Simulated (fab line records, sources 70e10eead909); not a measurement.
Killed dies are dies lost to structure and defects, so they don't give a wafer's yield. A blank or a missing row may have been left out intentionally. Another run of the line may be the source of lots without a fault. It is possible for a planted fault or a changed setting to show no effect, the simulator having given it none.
Which tool is to blame? | flow nand_harc | 11 lots (33 wafers sampled), 1 step of a 1159-step route

WHAT THE GAUGES READ, wafer by wafer
NHARC_P_M0_OVL_MEAS_10: pitch 180 nm.
lot  | measured     | on         | overlay_x_nm (nm)
L994 | day 6 03:06  | overlay-01 | -0.5 -0.6 -0.9
L995 | day 6 10:02  | overlay-02 | 0.6 0.5 0.3
L997 | day 6 19:44  | overlay-01 | 1.2 1.0 1.2
L998 | day 6 22:52  | overlay-02 | -0.8 -0.7 -0.6
L100 | day 7 00:55  | overlay-01 | -1.2 -0.7 -1.3
L105 | day 8 13:38  | overlay-02 | -0.8 -0.5 -0.5
L104 | day 8 14:26  | overlay-02 | 0.6 0.2 0.9
L106 | day 9 04:34  | overlay-02 | -0.8 -0.9 -0.1
L109 | day 9 22:34  | overlay-02 | -0.2 -0.6 -0.3
L113 | day 10 15:48 | overlay-01 | 0.8 0.9 0.9
L117 | day 12 00:16 | overlay-01 | 0.1 0.2 0.4

WHAT TOOL EACH LOT RAN ON (gives the tool, then ch and the chambers of the sampled wafers, and finally the start)
No process step before these readings appears in the record.

THE ANSWER, worked out from the rows above alone
Rule: what is usual is taken from the lots themselves. Put in order of their means at a reading, lots are off if they are a third of the lots or fewer, leave a main group of 4 or more, and stand apart from it by a gap of 3 or more times the standard deviation of the main group's means; of several such gaps the widest counts. Not used: any main group whose means are identical at the precision the tables above print for the reading. Also off: a lot with no number at a reading for which 4 or more lots have one. Any other lot the step has rows for is counted as sound.
No lot is off on any of the readings shown, so nothing can be concluded from this.

WHAT THE SIMULATOR PUT IN
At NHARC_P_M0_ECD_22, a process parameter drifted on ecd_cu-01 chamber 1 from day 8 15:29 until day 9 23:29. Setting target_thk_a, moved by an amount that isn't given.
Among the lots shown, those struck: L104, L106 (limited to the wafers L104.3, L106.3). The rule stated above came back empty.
